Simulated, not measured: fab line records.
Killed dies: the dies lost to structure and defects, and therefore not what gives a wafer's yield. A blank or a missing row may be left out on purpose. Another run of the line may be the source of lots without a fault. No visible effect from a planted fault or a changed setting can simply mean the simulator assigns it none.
fab line records	flow n5_finfet
[record] lots = 7	wafers = 21
route steps=1938 shown BEOL_M0_SAQP@671 BEOL_M0@734 BEOL_M1@778 BEOL_M2@841 BEOL_M3@941
start_h: the number of hours between the record's first day and the start of the first shown wafer of the lot	wait_h: time in hours since the lot's previous step	" repeats the value in the row above	L1.1+2: a single row standing in for several wafers	- either no value or no given start	* or withheld: withheld	< > ~ a bound
route shown NAME@n: NAME is a module with steps in the file, n the number in the route of the first one	usual: mean/standard deviation of fault-free wafers	same: alike in all rows	chamber/n: place in a boat	sites: the reading at each site	_std_site: standard deviation across them	_edge_site: the outer-site mean with the inner-site mean subtracted	radius_mm: for every site, how far away it sits from the centre of the wafer	mask NAME#n: copy n	behind: tool/chamber where the wafer was last shaped	hold: why the lot was held/for how many hours/how that ended	device: whichever transistor did not switch (one of n, p or np)	end of line: the route-end tests of the same wafers	a step given without rows: its recipe and nothing more	killed: the dies lost at the first sort to structure and to defects; this is not the yield of the wafer	map: a wafer's dies, x killed, . not, _ none there
set.NAME: the setting the step ran with; set.NAME@STEP: the setting that earlier step ran with	model.NAME: the simulator's own value behind a step, which no gauge read
lots where settings were altered on purpose, with a table for each step and a row for each wafer
[[steps]]
[step N5_BEOL_M0_SAQP_COAT_105]
[recipe] resist = SOC	temp_c = 250	time_s = 60	spin_rpm = 1500	resist_thk_nm = 100
lot.wafer	tool	chamber	start_h	wait_h	set.spin_rpm	model.SOC_of_BEOL_M0_SAQP_COAT_105.thk_nm
L075.1	litho_track-04	0	115.15	0.3	1638	96
L075.4	"	0	"	"	1500	100.4
L075.5	"	0	"	"	1638	95.8
L077.2	litho_track-03	0	129.76	0.3	1616	96.4
L077.3	"	0	"	"	1500	100.4
L077.5	"	0	"	"	1616	96.8
L078.2	litho_track-04	0	135.47	0.3	1500	100.4
L078.4	"	0	"	"	1500	100.6
L078.5	"	0	"	"	1500	101
L083.2	litho_track-04	0	165.24	0.3	1500	100.4
L083.4	"	0	"	"	1367	105.4
L083.6	"	0	"	"	1500	100.2
L088.1	litho_track-05	0	197.48	0.3	1500	100.8
L088.4	"	0	"	"	1598	97.6
L088.5	"	0	"	"	1598	97.4
L090.3+6	litho_track-03	0	205.65	0.2	1650	95
L090.5	"	0	"	"	1500	100
L092.1	litho_track-04	0	216.83	0.3	1500	100
L092.2	"	0	"	"	1500	100.2
L092.5	"	0	"	"	1592	97
[step N5_BEOL_M0_SAQP_ETCH_106]
[recipe] chemistry = N2/H2	target = SOC	target_depth_a = 1500	stop_on = SiNx	ion_energy_ev = 100	bias_w = 61	pressure_mtorr = 30	source_w = 850	n2_flow_sccm = 200	h2_flow_sccm = 200
lot.wafer	tool	chamber	start_h	wait_h	set.spin_rpm@BEOL_M0_SAQP_COAT_105	model.SOC_of_BEOL_M0_SAQP_COAT_105.thk_nm
L075.1	rie_diel-04	3	115.21	-	1638	21.8
L075.4	"	2	"	"	1500	25
L075.5	"	0	"	"	1638	19.4
L077.2	rie_diel-05	3	129.82	-	1616	18.6
L077.3	"	2	"	"	1500	25.4
L077.5	"	0	"	"	1616	21.2
L078.2	rie_diel-04	0	135.65	-	1500	23.2
L078.4	"	2	"	"	1500	25.8
L078.5	"	2	"	"	1500	26
L083.2	rie_diel-03	3	165.30	-	1500	23.8
L083.4	"	2	"	"	1367	28.8
L083.6	"	0	"	"	1500	24.4
L088.1	rie_diel-03	2	197.54	-	1500	24
L088.4	"	1	"	"	1598	19.6
L088.5	"	1	"	"	1598	19.4
L090.3	rie_diel-05	0	205.70	-	1650	18.8
L090.5	"	1	"	"	1500	24
L090.6	"	0	"	"	1650	18.6
L092.1	rie_diel-03	3	216.90	-	1500	23.8
L092.2	"	2	"	"	1500	23
L092.5	"	3	"	"	1592	21.4
[step N5_BEOL_M0_SAQP_ETCH_107]
[recipe] chemistry = CH3F/O2	target = SiNx	target_depth_a = 300	mask_material = SOC	pressure_mtorr = 30	source_w = 395	bias_w = 73	Ar_flow_sccm = 150	CH3F_flow_sccm = 30	O2_flow_sccm = 20	ion_energy_ev = 120
lot.wafer	tool	chamber	start_h	wait_h	set.spin_rpm@BEOL_M0_SAQP_COAT_105	model.SOC_of_BEOL_M0_SAQP_COAT_105.thk_nm
L075.1	rie_diel-04	3	115.27	0.0	1638	11
L075.4	"	2	"	"	1500	14
L075.5	"	0	"	"	1638	8.2
L077.2	rie_diel-05	3	129.88	0.0	1616	7.4
L077.3	"	2	"	"	1500	14.8
L077.5	"	0	"	"	1616	10.2
L078.2	rie_diel-04	0	135.71	0.0	1500	12.2
L078.4	"	2	"	"	1500	15
L078.5	"	2	"	"	1500	15.4
L083.2	rie_diel-03	3	165.36	0.0	1500	12.8
L083.4	"	2	"	"	1367	17.8
L083.6	"	0	"	"	1500	13.6
L088.1	rie_diel-03	2	197.60	0.0	1500	13
L088.4	"	1	"	"	1598	8.4
L088.5	"	1	"	"	1598	8.2
L090.3+6	rie_diel-05	0	205.76	0.0	1650	7.8
L090.5	"	1	"	"	1500	13.2
L092.1	rie_diel-03	3	216.96	0.0	1500	13
L092.2	"	2	"	"	1500	12
L092.5	"	3	"	"	1592	10.6
[step N5_BEOL_M0_SPUTTER_116]
[recipe] material = Cu	target_thk_a = 40	temp_c = -20	chamber_pressure_pa = 0.07	power_w = withheld	time_s = 7.37
lot.wafer	tool	chamber	start_h	wait_h	set.time_s	model.Cu_of_BEOL_M0_SPUTTER_116.thk_nm
L075.1+4	pvd_sputter-03	-	123.44	1.4	8.408	-
L075.5	"	-	"	"	8.408	4.4
L077.2	pvd_sputter-01	-	135.80	0.1	6.955	3.6
L077.3	"	-	"	"	7.37	4
L077.5	"	-	"	"	6.955	-
L078.2+5	pvd_sputter-02	-	141.95	0.1	7.37	4.2
L078.4	"	-	"	"	7.37	4
L083.2	pvd_sputter-02	-	171.87	0.9	8.255	4.6
L083.4	"	-	"	"	7.37	4
L083.6	"	-	"	"	8.255	4.4
L088.1+4	pvd_sputter-02	-	202.26	0.1	7.37	4
L088.5	"	-	"	"	8.04	-
L090.3	pvd_sputter-01	-	215.00	0.2	8.452	4.6
L090.5+6	"	-	"	"	8.452	-
L092.1+5	pvd_sputter-01	-	226.31	1.7	7.37	4.2
L092.2	"	-	"	"	7.682	-
[step N5_BEOL_M1_COAT_68]
[recipe] resist = SiARC	temp_c = 220	time_s = 60	spin_rpm = 1500	resist_thk_nm = 12
lot.wafer	tool	chamber	start_h	wait_h	set.spin_rpm	model.SiARC_of_BEOL_M1_COAT_68.thk_nm
L075.1+4	litho_track-04	0	-	-	1500	12
L075.5	"	0	"	"	1654	11.4
L077.2+3+5	litho_track-05	0	-	-	1549	11.8
L078.2+4+5	litho_track-05	0	-	-	1500	12
L083.2	litho_track-05	0	-	-	1409	12.4
L083.4+6	"	0	"	"	1500	12
L088.1+4+5	litho_track-04	0	-	-	1500	12
L090.3+5+6	litho_track-05	0	-	-	1500	12
L092.1+2+5	litho_track-01	0	-	-	1500	12
[step N5_BEOL_M1_DESCUM_33]
[recipe] chemistry = O2	time_s = 7	source_power_w = 50	bias_power_w = 20	pressure_mtorr = 20	rf_frequency_hz = 2.712e+07	temp_c = 40	resist = CAR-EUV	o2_flow_sccm = 225
lot.wafer	tool	chamber	start_h	wait_h	set.time_s	model.CAR-EUV_of_BEOL_M1_COAT_22.thk_nm
L075.1+4+5	rie_diel-03	1,0,1	128.19	0.0	7	26.2
L077.2+3	rie_diel-03	1,0	140.40	0.2	7	26
L077.5	"	0	"	"	6.197	26.4
L078.2+4+5	rie_diel-03	3,3,0	146.09	0.0	7	26
L083.2	rie_diel-04	0	178.28	0.0	7	26.2
L083.4+6	"	2	"	"	7	26
L088.1+5	rie_diel-04	3,2	206.15	0.0	7.921	25.6
L088.4	"	2	"	"	7	26
L090.3+5	rie_diel-05	2,1	221.44	0.3	6.221	26.4
L090.6	"	0	"	"	7	26.2
L092.1+2+5	rie_diel-03	0,1,1	231.96	0.0	7	26.2
[step N5_BEOL_M1_ETCH_77]
[recipe] chemistry = N2/H2	target = underlayer	target_depth_a = 65	mask_material = CAR-EUV	time_s = 5.2	ion_energy_ev = 200	pressure_mtorr = 30	source_w = 840	bias_w = 150	n2_flow_sccm = 200	h2_flow_sccm = 200	ends = cleared
lot.wafer	tool	chamber	start_h	wait_h	set.time_s@BEOL_M1_DESCUM_33	model.CAR-EUV_of_BEOL_M1_COAT_22.thk_nm
L075.1+5	rie_diel-03	1	128.22	0.0	7	20.4
L075.4	"	0	"	"	7	20.6
L077.2	rie_diel-03	1	140.44	0.0	7	20.4
L077.3	"	0	"	"	7	20.2
L077.5	"	0	"	"	6.197	20.8
L078.2	rie_diel-03	3	146.12	0.0	7	20.4
L078.4+5	"	3,0	"	"	7	20.2
L083.2+6	rie_diel-04	0,2	178.31	0.0	7	20.4
L083.4	"	2	"	"	7	20.2
L088.1+5	rie_diel-04	3,2	206.18	0.0	7.921	19.8
L088.4	"	2	"	"	7	20.4
L090.3+5	rie_diel-05	2,1	221.48	0.0	6.221	20.6
L090.6	"	0	"	"	7	20.4
L092.1+2+5	rie_diel-03	0,1,1	231.99	0.0	7	20.4
[step N5_BEOL_M1_ETCH_69]
[recipe] chemistry = CF4	target = SiARC	target_depth_a = 156	mask_material = CAR-EUV	time_s = 26	ion_energy_ev = 80	pressure_mtorr = 40	source_w = 545	bias_w = 36	Ar_flow_sccm = 100	cf4_flow_sccm = 100	ends = cleared
lot.wafer	tool	chamber	start_h	wait_h	set.spin_rpm@BEOL_M1_COAT_68	model.etch.depth_nm
L075.1	rie_diel-03	1	128.24	0.0	1500	12.06
L075.4	"	0	"	"	1500	12.03
L075.5	"	1	"	"	1654	11.45
L077.2+3	rie_diel-03	1,0	140.45	0.0	1549	11.81
L077.5	"	0	"	"	1549	11.8
L078.2	rie_diel-03	3	146.14	0.0	1500	12.07
L078.4+5	"	3,0	"	"	1500	12.05
L083.2	rie_diel-04	0	178.33	0.0	1409	12.48
L083.4+6	"	2	"	"	1500	12.05
L088.1+5	rie_diel-04	3,2	206.20	0.0	1500	12.02
L088.4	"	2	"	"	1500	12.04
L090.3	rie_diel-05	2	221.49	0.0	1500	12.02
L090.5	"	1	"	"	1500	12.03
L090.6	"	0	"	"	1500	12.04
L092.1	rie_diel-03	0	232.01	0.0	1500	11.97
L092.2	"	1	"	"	1500	12
L092.5	"	1	"	"	1500	12.07
[step N5_BEOL_M1_ALD_98]
[recipe] material = SiO2	target_thk_a = 25	temp_c = 100	ald_precursor_family = BDEAS	ald_co_reactant = O2-plasma	pulse_time_s = 1	co_reactant_pulse_time_s = 1	purge_time_s = 2	co_reactant_purge_time_s = 2	ald_cycles = 17	pressure_torr = 2
[step N5_BEOL_M1_ETCHBACK_99]
[recipe] chemistry = CHF3	target = SiO2	target_depth_a = 50	time_s = 10.4	source_w = 215	bias_w = 47	Ar_flow_sccm = 200	CHF3_flow_sccm = 12	ion_energy_ev = 100	pressure_mtorr = 30
[step N5_BEOL_M1_ETCH_70]
[recipe] chemistry = N2/H2	target = SOC	target_depth_a = 800	overetch_a = 160	mask_material = SiARC	temp_c = 40	time_s = 120	ion_energy_ev = 200	pressure_mtorr = 30	source_w = 840	bias_w = 150	n2_flow_sccm = 200	h2_flow_sccm = 200
lot.wafer	tool	chamber	start_h	wait_h	set.spin_rpm@BEOL_M1_COAT_68	model.SiARC_of_BEOL_M1_COAT_68.thk_nm
L075.1	rie_diel-04	0	130.92	0.0	1500	6.4
L075.4	"	1	"	"	1500	6.6
L075.5	"	0	"	"	1654	5.8
L077.2+3+5	rie_diel-05	2,1,1	141.07	0.0	1549	6.2
L078.2	rie_diel-03	1	146.72	0.0	1500	6.2
L078.4+5	"	0,3	"	"	1500	6.4
L083.2	rie_diel-05	3	182.92	0.0	1409	6.6
L083.4+6	"	1,2	"	"	1500	6.4
L088.1	rie_diel-04	3	214.74	0.0	1500	6.6
L088.4+5	"	1,2	"	"	1500	6.4
L090.3+5	rie_diel-03	0,3	226.23	0.0	1500	6.2
L090.6	"	0	"	"	1500	6.4
L092.1+2+5	rie_diel-04	2,0,2	236.52	0.0	1500	6.4
[step N5_BEOL_M1_CMP_52]
[recipe] stop_on = SiOC	t_overpolish_s = 6.8	down_force_psi = 1	platen_rpm = 50	clearing_platen_down_force_psi = 1.5	clearing_platen_rpm = 50	post_cmp_clean = cu_alkaline	target_thk_nm = 40	clearing_platen_pad_velocity_m_s = 0.99484	pad_velocity_m_s = 0.99484
[usual] barrier_field_endpoint_s = 24.4/0.57
lot.wafer	tool	chamber	start_h	wait_h	set.down_force_psi	barrier_field_endpoint_s
L075.4	cmp-04	0	135.53	0.2	0.824	30.4
L075.1	"	2	"	"	1	23.8
L075.5	"	3	"	"	0.824	30.3
L077.3	cmp-03	2	144.72	0.2	1	23.9
L077.2	"	0	"	"	0.9408	25.7
L077.5	"	2	"	"	1	24.2
L078.4	cmp-04	0	150.66	0.1	1	25.5
L078.2	"	2	"	"	1	24.4
L078.5	"	1	"	"	1	24.9
L083.2	cmp-03	1	188.25	0.3	1	24.5
L083.4	"	2	"	"	1.071	24.1
L083.6	"	3	"	"	1	25.2
L088.1	cmp-04	2	218.99	0.3	1.105	21.3
L088.4	"	3	"	"	1.105	21.7
L088.5	"	0	"	"	1	24.1
L090.3	cmp-01	2	230.55	0.3	1.059	22.9
L090.6	"	1	"	"	1	24.8
L090.5	"	2	"	"	1	24.8
L092.2	cmp-01	3	240.07	0.2	0.9416	25.7
L092.1	"	0	"	"	0.9416	25.9
L092.5	"	0	"	"	1	24.3
[step N5_BEOL_M2_ILD_DEP_00]
[recipe] material = SiOC	target_thk_a = 790	temp_c = 350	precursor = DEMS/O2	pressure_torr = 5	rf_w = 500	time_s = 15.3
lot.wafer	tool	chamber	start_h	wait_h	set.time_s	model.SiOC_of_BEOL_M2_ILD_DEP_00.thk_nm
L075.1	pecvd-02	1	136.32	0.0	13.26	69.2
L075.4	"	1	"	"	15.3	80.6
L075.5	"	2	"	"	15.3	81.2
L077.2	pecvd-03	2	145.41	0.0	13.94	71.2
L077.3	"	1	"	"	15.3	77.6
L077.5	"	0	"	"	13.94	72.6
L078.2	pecvd-03	2	151.28	0.0	15.3	78.2
L078.4	"	0	"	"	15.3	79.6
L078.5	"	2	"	"	15.3	80
L083.2	pecvd-02	1	189.01	0.0	15.3	79
L083.4	"	0	"	"	13.64	71
L083.6	"	2	"	"	15.3	81.2
L088.1	pecvd-04	2	219.57	0.0	15.3	77.4
L088.4	"	1	"	"	15.3	78.6
L088.5	"	0	"	"	15.3	79.8
L090.3	pecvd-03	1	231.38	0.1	13.28	69.8
L090.5	"	0	"	"	13.28	69.2
L090.6	"	1	"	"	15.3	79.2
L092.1	pecvd-04	1	240.70	0.0	15.94	81
L092.2	"	2	"	"	15.94	80.8
L092.5	"	1	"	"	15.3	78.6
[step N5_BEOL_M2_THK_MEAS_01]
[recipe] reads = SiOC_of_BEOL_M2_ILD_DEP_00
[usual] M2_ILD_THK = 78.8/1.1
lot.wafer	tool	chamber	start_h	wait_h	set.time_s@BEOL_M2_ILD_DEP_00	M2_ILD_THK[nm]
L075.1	film_metro-02	-	136.38	0.0	13.26	69.1
L075.4	"	-	"	"	15.3	80.7
L075.5	"	-	"	"	15.3	81.3
L077.2	film_metro-02	-	145.48	0.1	13.94	71.3
L077.3	"	-	"	"	15.3	77.6
L077.5	"	-	"	"	13.94	72.7
L078.2	film_metro-01	-	151.34	0.1	15.3	78.2
L078.4	"	-	"	"	15.3	79.6
L078.5	"	-	"	"	15.3	80.0
L083.2	film_metro-02	-	189.08	0.1	15.3	79.0
L083.4	"	-	"	"	13.64	70.9
L083.6	"	-	"	"	15.3	81.1
L088.1	film_metro-01	-	219.63	0.0	15.3	77.4
L088.4	"	-	"	"	15.3	78.6
L088.5	"	-	"	"	15.3	79.8
L090.3	film_metro-01	-	231.45	0.1	13.28	69.6
L090.5	"	-	"	"	13.28	69.3
L090.6	"	-	"	"	15.3	79.1
L092.1	film_metro-01	-	240.77	0.0	15.94	81.0
L092.2	"	-	"	"	15.94	80.7
L092.5	"	-	"	"	15.3	78.5
[step N5_BEOL_M3_EXPOSE_08]
[recipe] mask_id = M3	na = 0.33	source_shape = dipole	sigma_inner = 0.369	sigma_outer = 0.767	polarization = unpolarized	dose_mj = 33
lot.wafer	tool	chamber	start_h	wait_h	mask	set.dose_mj
L075.1+4	euv_scanner-01	0	147.55	-	M3#0	34.44
L075.5	"	0	"	"	M3#0	33
L077.2+3	euv_scanner-01	0	157.44	-	M3#0	34.09
L077.5	"	0	"	"	M3#0	33
L078.2+4+5	euv_scanner-02	0	163.88	-	M3#0	33
L083.2+4	euv_scanner-01	0	199.48	-	M3#0	34.7
L083.6	"	0	"	"	M3#0	33
L088.1	euv_scanner-01	0	233.78	-	M3#0	30.88
L088.4+5	"	0	"	"	M3#0	33
L090.3+5+6	euv_scanner-02	0	248.23	-	M3#0	33
L092.1+2+5	euv_scanner-02	0	255.46	-	M3#0	33
[step N5_BEOL_M3_PEB_09]
[recipe] peb_temp_c = 100	peb_time_s = 60	resist = CAR-EUV
[step N5_BEOL_M3_DEVELOP_10]
[recipe] develop_time_s = 30	developer = TMAH	resist = CAR-EUV	rinse_liquid = surfactant_rinse	dry = air_spin	dev_temp_c = 23
[step N5_BEOL_M3_CD_MEAS_11]
[recipe] target_cd_nm = 17.05	landing_energy_ev = 500	detector = se_inlens	polarity = opening
[usual] cd_nm = 17.09/0.23
lot.wafer	tool	chamber	start_h	wait_h	set.dose_mj@BEOL_M3_EXPOSE_08	cd_nm
L075.1	cd_sem-03	0	147.67	-	34.44	18.02
L075.4	"	0	"	"	34.44	17.93
L075.5	"	0	"	"	33	17.35
L077.2	cd_sem-03	0	157.56	-	34.09	17.48
L077.3	"	0	"	"	34.09	17.52
L077.5	"	0	"	"	33	16.92
L078.2	cd_sem-02	0	164.00	-	33	16.91
L078.4	"	0	"	"	33	16.76
L078.5	"	0	"	"	33	17.06
L083.2	cd_sem-03	0	199.61	-	34.7	18.07
L083.4	"	0	"	"	34.7	18.53
L083.6	"	0	"	"	33	16.81
L088.1	cd_sem-03	0	233.91	-	30.88	15.59
L088.4	"	0	"	"	33	16.97
L088.5	"	0	"	"	33	16.84
L090.3	cd_sem-03	0	248.35	-	33	17.28
L090.5	"	0	"	"	33	17.01
L090.6	"	0	"	"	33	16.97
L092.1	cd_sem-02	0	255.59	-	33	17.04
L092.2	"	0	"	"	33	16.79
L092.5	"	0	"	"	33	16.99
[step N5_BEOL_M3_DESCUM_16]
[recipe] chemistry = O2	time_s = 7	source_power_w = 50	bias_power_w = 20	pressure_mtorr = 20	rf_frequency_hz = 2.712e+07	temp_c = 40	resist = CAR-EUV	o2_flow_sccm = 225
[step N5_BEOL_M3_ETCH_74]
[recipe] chemistry = N2/H2	target = underlayer	target_depth_a = 65	mask_material = CAR-EUV	time_s = 5.2	ion_energy_ev = 200	pressure_mtorr = 30	source_w = 840	bias_w = 150	n2_flow_sccm = 200	h2_flow_sccm = 200	ends = cleared
lot.wafer	tool	chamber	start_h	wait_h	set.dose_mj@BEOL_M3_EXPOSE_08	model.BEOL_M3.cd_offset_nm
L075.1	rie_diel-04	2	147.83	0.0	34.44	1.2
L075.4	"	0	"	"	34.44	1
L075.5	"	0	"	"	33	0.2
L077.2+3	rie_diel-03	1,0	157.72	0.0	34.09	0.6
L077.5	"	0	"	"	33	-0.2
L078.2+4+5	rie_diel-05	3,2,3	164.16	0.0	33	-0.2
L083.2	rie_diel-04	2	200.18	0.0	34.7	1.4
L083.4	"	0	"	"	34.7	1.2
L083.6	"	2	"	"	33	0.2
L088.1	rie_diel-04	2	234.23	0.0	30.88	-1.4
L088.4	"	0	"	"	33	0
L088.5	"	1	"	"	33	-0.2
L090.3	rie_diel-04	2	248.50	0.0	33	0
L090.5	"	2	"	"	33	0.2
L090.6	"	1	"	"	33	-0.2
L092.1+2	rie_diel-04	0,3	255.74	0.0	33	0
L092.5	"	3	"	"	33	-0.2
[step N5_BEOL_M3_ETCH_63]
[recipe] chemistry = CF4	target = SiARC	target_depth_a = 156	mask_material = CAR-EUV	time_s = 26	ion_energy_ev = 80	pressure_mtorr = 40	source_w = 545	bias_w = 36	Ar_flow_sccm = 100	cf4_flow_sccm = 100	ends = cleared
lot.wafer	tool	chamber	start_h	wait_h	set.dose_mj@BEOL_M3_EXPOSE_08	model.BEOL_M3.cd_offset_nm
L075.1	rie_diel-04	2	147.85	0.0	34.44	1.2
L075.4	"	0	"	"	34.44	1
L075.5	"	0	"	"	33	0.2
L077.2+3	rie_diel-03	1,0	157.73	0.0	34.09	0.6
L077.5	"	0	"	"	33	-0.2
L078.2+4+5	rie_diel-05	3,2,3	164.18	0.0	33	-0.2
L083.2	rie_diel-04	2	200.20	0.0	34.7	1.4
L083.4	"	0	"	"	34.7	1
L083.6	"	2	"	"	33	0.2
L088.1	rie_diel-04	2	234.25	0.0	30.88	-1.2
L088.4	"	0	"	"	33	0.2
L088.5	"	1	"	"	33	-0.2
L090.3	rie_diel-04	2	248.52	0.0	33	0
L090.5	"	2	"	"	33	0.2
L090.6	"	1	"	"	33	-0.2
L092.1	rie_diel-04	0	255.76	0.0	33	0
L092.2+5	"	3	"	"	33	-0.2
[step N5_BEOL_M3_ETCH_64]
[recipe] chemistry = N2/H2	target = SOC	target_depth_a = 750	overetch_a = 150	mask_material = SiARC	temp_c = 40	time_s = 112.5	ion_energy_ev = 200	pressure_mtorr = 30	source_w = 840	bias_w = 150	n2_flow_sccm = 200	h2_flow_sccm = 200
[step N5_BEOL_M3_STRIP_65]
[recipe] chemistry = N2/H2	temp_c = 40	n2_flow_sccm = 200	h2_flow_sccm = 200	rf_frequency_hz = 6e+07
[step N5_BEOL_M3_HM_OPEN_17]
[recipe] chemistry = Cl2/BCl3	target_depth_a = 200	overetch_a = 60	target = TiN	mask_material = SOC	ion_energy_ev = 150	pressure_mtorr = 10	icp_w = 1000	bias_w = 126	Cl2_flow_sccm = 53.25	bcl3_flow_sccm = 21.75	Ar_flow_sccm = 25
[step N5_BEOL_M3_STRIP_19]
[recipe] chemistry = O2	power_w = 400	temp_c = 40	pressure_mtorr = 30	rf_frequency_hz = 6e+07	bias_power_w = 0	overash_fraction = 0.2	o2_flow_sccm = 225
[step N5_BEOL_M3_CD_MEAS_18]
[recipe] pitch_nm = 36	target_cd_nm = 18
[usual] cd_nm = 18.04/0.28
lot.wafer	tool	chamber	start_h	wait_h	set.dose_mj@BEOL_M3_EXPOSE_08	cd_nm
L075.1	cd_sem-01	-	148.35	0.0	34.44	19.17
L075.4	"	-	"	"	34.44	19.48
L075.5	"	-	"	"	33	18.32
L077.2	cd_sem-01	-	158.12	0.1	34.09	18.76
L077.3	"	-	"	"	34.09	18.40
L077.5	"	-	"	"	33	17.79
L078.2	cd_sem-01	-	164.55	0.1	33	17.93
L078.4	"	-	"	"	33	17.83
L078.5	"	-	"	"	33	17.77
L083.2	cd_sem-02	-	200.59	0.1	34.7	19.75
L083.4	"	-	"	"	34.7	18.93
L083.6	"	-	"	"	33	18.14
L088.1	cd_sem-02	-	234.63	0.0	30.88	16.90
L088.4	"	-	"	"	33	18.27
L088.5	"	-	"	"	33	17.88
L090.3	cd_sem-01	-	249.05	0.1	33	18.09
L090.5	"	-	"	"	33	18.14
L090.6	"	-	"	"	33	17.65
L092.1	cd_sem-01	-	256.34	0.0	33	18.33
L092.2	"	-	"	"	33	17.75
L092.5	"	-	"	"	33	17.73
[[key]]
[split] step = N5_BEOL_M0_SAQP_COAT_105	setting = spin_rpm	stated = 1500	by = wafer
[response] step = N5_BEOL_M0_SAQP_COAT_105	reading = model.SOC_of_BEOL_M0_SAQP_COAT_105.thk_nm	change = -0.512	per = 1%	r = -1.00
[response] step = N5_BEOL_M0_SAQP_ETCH_106	reading = model.SOC_of_BEOL_M0_SAQP_COAT_105.thk_nm	change = -0.544	per = 1%	r = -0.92
[response] step = N5_BEOL_M0_SAQP_ETCH_107	reading = model.SOC_of_BEOL_M0_SAQP_COAT_105.thk_nm	change = -0.555	per = 1%	r = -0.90
[split] step = N5_BEOL_M0_SPUTTER_116	setting = time_s	stated = 7.37	by = wafer
[response] step = N5_BEOL_M0_SPUTTER_116	reading = model.Cu_of_BEOL_M0_SPUTTER_116.thk_nm	change = +0.0458	per = 1%	r = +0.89
[split] step = N5_BEOL_M1_COAT_68	setting = spin_rpm	stated = 1500	by = wafer
[response] step = N5_BEOL_M1_COAT_68	reading = model.SiARC_of_BEOL_M1_COAT_68.thk_nm	change = -0.0604	per = 1%	r = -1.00
[response] step = N5_BEOL_M1_ETCH_69	reading = model.etch.depth_nm	change = -0.061	per = 1%	r = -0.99
[response] step = N5_BEOL_M1_ETCH_70	reading = model.SiARC_of_BEOL_M1_COAT_68.thk_nm	change = -0.0591	per = 1%	r = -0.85
[split] step = N5_BEOL_M1_DESCUM_33	setting = time_s	stated = 7	by = wafer
[response] step = N5_BEOL_M1_DESCUM_33	reading = model.CAR-EUV_of_BEOL_M1_COAT_22.thk_nm	change = -0.0282	per = 1%	r = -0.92
[response] step = N5_BEOL_M1_ETCH_77	reading = model.CAR-EUV_of_BEOL_M1_COAT_22.thk_nm	change = -0.037	per = 1%	r = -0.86
[split] step = N5_BEOL_M1_CMP_52	setting = down_force_psi	stated = 1	by = wafer
[response] step = N5_BEOL_M1_CMP_52	reading = barrier_field_endpoint_s	change = -0.311	per = 1%	r = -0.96
[split] step = N5_BEOL_M2_ILD_DEP_00	setting = time_s	stated = 15.3	by = wafer
[response] step = N5_BEOL_M2_ILD_DEP_00	reading = model.SiOC_of_BEOL_M2_ILD_DEP_00.thk_nm	change = +0.782	per = 1%	r = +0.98
[response] step = N5_BEOL_M2_THK_MEAS_01	reading = M2_ILD_THK	change = +0.784	per = 1%	r = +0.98
[split] step = N5_BEOL_M3_EXPOSE_08	setting = dose_mj	stated = 33	by = wafer
[response] step = N5_BEOL_M3_CD_MEAS_11	reading = cd_nm	change = +0.213	per = 1%	r = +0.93
[response] step = N5_BEOL_M3_ETCH_74	reading = model.BEOL_M3.cd_offset_nm	change = +0.211	per = 1%	r = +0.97
[response] step = N5_BEOL_M3_ETCH_63	reading = model.BEOL_M3.cd_offset_nm	change = +0.199	per = 1%	r = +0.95
[response] step = N5_BEOL_M3_CD_MEAS_18	reading = cd_nm	change = +0.212	per = 1%	r = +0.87
